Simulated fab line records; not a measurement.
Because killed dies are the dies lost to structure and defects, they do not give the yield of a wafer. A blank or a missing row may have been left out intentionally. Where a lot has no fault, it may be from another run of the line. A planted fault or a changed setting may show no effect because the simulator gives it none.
Matching of chambers ; flow nand harc ; NHARC_P_GATE_DESCUM_61 on rie diel-11 has 4 sister chambers
The step chemistry O2, time 3 s. 8 wafers are shown with their chamber, then 10 later ones without.

== WAFERS, EACH WITH ITS CHAMBER ==
wafer;chamber;drypump motor current A (A);oes product au (a.u.)
L075.3;1;5.76;0.990
L076.2;1;5.78;0.985
L085.3;0;5.63;0.997
L086.3;3;5.11;1.012
L086.4;2;5.20;0.992
L086.5;0;5.65;1.005
L088.1;2;5.20;1.003
L088.4;3;5.12;1.000

== WAFERS MISSING THEIR CHAMBER ==
wafer;drypump motor current A (A);oes product au (a.u.)
L088.5;5.66;1.020
L091.2;5.77;1.001
L091.3;5.14;0.997
L091.4;5.22;0.995
L095.2;5.60;1.028
L095.3;5.19;0.998
L095.6;5.11;0.996
L097.2;5.13;1.004
L097.3;5.61;1.014
L097.5;5.13;0.996

== WHICH CHAMBER EACH WENT THROUGH ==
wafer;from the rows above;in truth
L088.5;0;0
L091.2;1;1
L091.3;3;3
L091.4;2;2
L095.2;0;0
L095.3;2;2
L095.6;3;3
L097.2;3;3
L097.3;0;0
L097.5;3;3
Correctly placed: 10 of 10. Not placeable from these rows: 0. Number placed wrongly: 0.
How it was worked out, from the rows above alone: a wafer's distance from a chamber is the root of the sum, over the readings, of the square of ((its reading less the chamber's mean) divided by the reading's scatter). If the next closest chamber is less than 2 further off than the closest, the wafer can't be placed; otherwise it belongs to the closest. Each chamber's mean is taken over the wafers shown for it. The scatter is the square root of a quotient: the sum, over the shown wafers, of each reading's squared deviation from its chamber's mean, divided by wafers minus chambers.
